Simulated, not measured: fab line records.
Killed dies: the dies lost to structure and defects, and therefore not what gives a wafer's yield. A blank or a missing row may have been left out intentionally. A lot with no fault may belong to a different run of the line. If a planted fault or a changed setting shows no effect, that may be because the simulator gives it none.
Matching of chambers :: flow n5Finfet :: 4 sister chambers for N5_BEOL_M7_STRIP_67 on rieDiel-01
The step strips in CF4. 20 wafers are shown with their chamber, then 10 later ones without.

WAFERS, EACH WITH ITS CHAMBER
wafer: L078.1
chamber: 0
showerheadPlenumPTorr (Torr): 1.86
drypumpMotorCurrentA (A): 5.7
throttleValvePct (%): 13.75

wafer: L078.3
chamber: 2
showerheadPlenumPTorr (Torr): 1.75
drypumpMotorCurrentA (A): 4.9
throttleValvePct (%): 13.35

wafer: L078.5
chamber: 0
showerheadPlenumPTorr (Torr): 1.86
drypumpMotorCurrentA (A): 5.8
throttleValvePct (%): 13.74

wafer: L080.1
chamber: 3
showerheadPlenumPTorr (Torr): 1.74
drypumpMotorCurrentA (A): 4.7
throttleValvePct (%): 13.41

wafer: L080.4
chamber: 2
showerheadPlenumPTorr (Torr): 1.75
drypumpMotorCurrentA (A): 4.9
throttleValvePct (%): 13.36

wafer: L080.6
chamber: 2
showerheadPlenumPTorr (Torr): 1.75
drypumpMotorCurrentA (A): 4.9
throttleValvePct (%): 13.36

wafer: L079.2
chamber: 1
showerheadPlenumPTorr (Torr): 1.72
drypumpMotorCurrentA (A): 5.8
throttleValvePct (%): 13.38

wafer: L079.4
chamber: 3
showerheadPlenumPTorr (Torr): 1.74
drypumpMotorCurrentA (A): 4.7
throttleValvePct (%): 13.38

wafer: L079.5
chamber: 0
showerheadPlenumPTorr (Torr): 1.86
drypumpMotorCurrentA (A): 5.8
throttleValvePct (%): 13.75

wafer: L081.3
chamber: 3
showerheadPlenumPTorr (Torr): 1.74
drypumpMotorCurrentA (A): 4.7
throttleValvePct (%): 13.40

wafer: L081.4
chamber: 1
showerheadPlenumPTorr (Torr): 1.72
drypumpMotorCurrentA (A): 5.7
throttleValvePct (%): 13.39

wafer: L081.5
chamber: 2
showerheadPlenumPTorr (Torr): 1.75
drypumpMotorCurrentA (A): 5.0
throttleValvePct (%): 13.37

wafer: L085.2
chamber: 1
showerheadPlenumPTorr (Torr): 1.72
drypumpMotorCurrentA (A): 5.8
throttleValvePct (%): 13.39

wafer: L085.4
chamber: 0
showerheadPlenumPTorr (Torr): 1.86
drypumpMotorCurrentA (A): 5.7
throttleValvePct (%): 13.76

wafer: L085.5
chamber: 3
showerheadPlenumPTorr (Torr): 1.73
drypumpMotorCurrentA (A): 4.6
throttleValvePct (%): 13.42

wafer: L088.1
chamber: 1
showerheadPlenumPTorr (Torr): 1.72
drypumpMotorCurrentA (A): 5.7
throttleValvePct (%): 13.42

wafer: L088.4
chamber: 2
showerheadPlenumPTorr (Torr): 1.74
drypumpMotorCurrentA (A): 5.0
throttleValvePct (%): 13.39

wafer: L088.5
chamber: 2
showerheadPlenumPTorr (Torr): 1.74
drypumpMotorCurrentA (A): 4.9
throttleValvePct (%): 13.40

wafer: L090.3
chamber: 3
showerheadPlenumPTorr (Torr): 1.73
drypumpMotorCurrentA (A): 4.6
throttleValvePct (%): 13.45

wafer: L090.4
chamber: 1
showerheadPlenumPTorr (Torr): 1.72
drypumpMotorCurrentA (A): 5.8
throttleValvePct (%): 13.43

SIGNATURES (means of the wafers above)
reading: showerheadPlenumPTorr
chamber 0: 1.8600
chamber 1: 1.7200
chamber 2: 1.7467
chamber 3: 1.7360
scatter within a chamber: 0.00398

reading: drypumpMotorCurrentA
chamber 0: 5.750
chamber 1: 5.760
chamber 2: 4.933
chamber 3: 4.660
scatter within a chamber: 0.0544

reading: throttleValvePct
chamber 0: 13.7500
chamber 1: 13.4020
chamber 2: 13.3717
chamber 3: 13.4120
scatter within a chamber: 0.0204
Rule: for a wafer and a chamber, the distance is found by dividing, reading by reading, the gap between the wafer's reading and the chamber's mean by the reading's scatter, squaring, summing and taking the root. The wafer belongs to the nearest chamber; if the next one is less than 2 further off, it can't be placed. The scatter is the square root of a quotient: the sum, over the shown wafers, of each reading's squared deviation from its chamber's mean, divided by wafers minus chambers.

WAFERS WHOSE CHAMBER IS MISSING
wafer: L090.6
showerheadPlenumPTorr (Torr): 1.74
drypumpMotorCurrentA (A): 4.9
throttleValvePct (%): 13.42

wafer: L092.1
showerheadPlenumPTorr (Torr): 1.73
drypumpMotorCurrentA (A): 4.7
throttleValvePct (%): 13.46

wafer: L092.2
showerheadPlenumPTorr (Torr): 1.85
drypumpMotorCurrentA (A): 5.7
throttleValvePct (%): 13.84

wafer: L092.3
showerheadPlenumPTorr (Torr): 1.71
drypumpMotorCurrentA (A): 5.7
throttleValvePct (%): 13.46

wafer: L093.3
showerheadPlenumPTorr (Torr): 1.74
drypumpMotorCurrentA (A): 5.0
throttleValvePct (%): 13.44

wafer: L093.4
showerheadPlenumPTorr (Torr): 1.85
drypumpMotorCurrentA (A): 5.7
throttleValvePct (%): 13.84

wafer: L093.6
showerheadPlenumPTorr (Torr): 1.71
drypumpMotorCurrentA (A): 5.8
throttleValvePct (%): 13.47

wafer: L094.1
showerheadPlenumPTorr (Torr): 1.71
drypumpMotorCurrentA (A): 5.8
throttleValvePct (%): 13.46

wafer: L094.4
showerheadPlenumPTorr (Torr): 1.73
drypumpMotorCurrentA (A): 4.7
throttleValvePct (%): 13.47

wafer: L094.6
showerheadPlenumPTorr (Torr): 1.74
drypumpMotorCurrentA (A): 5.0
throttleValvePct (%): 13.41

THE CHAMBER EACH PASSED THROUGH
wafer: L090.6
from the rows above: can't be placed: 2 or 3
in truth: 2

wafer: L092.1
from the rows above: 3
in truth: 3

wafer: L092.2
from the rows above: 0
in truth: 0

wafer: L092.3
from the rows above: 1
in truth: 1

wafer: L093.3
from the rows above: 2
in truth: 2

wafer: L093.4
from the rows above: 0
in truth: 0

wafer: L093.6
from the rows above: 1
in truth: 1

wafer: L094.1
from the rows above: 1
in truth: 1

wafer: L094.4
from the rows above: 3
in truth: 3

wafer: L094.6
from the rows above: 2
in truth: 2
Correct placement for 9 of the 10. Cannot be placed on the basis of these rows: 1; the candidates contain the true chamber in 1. Number placed wrongly: 0.
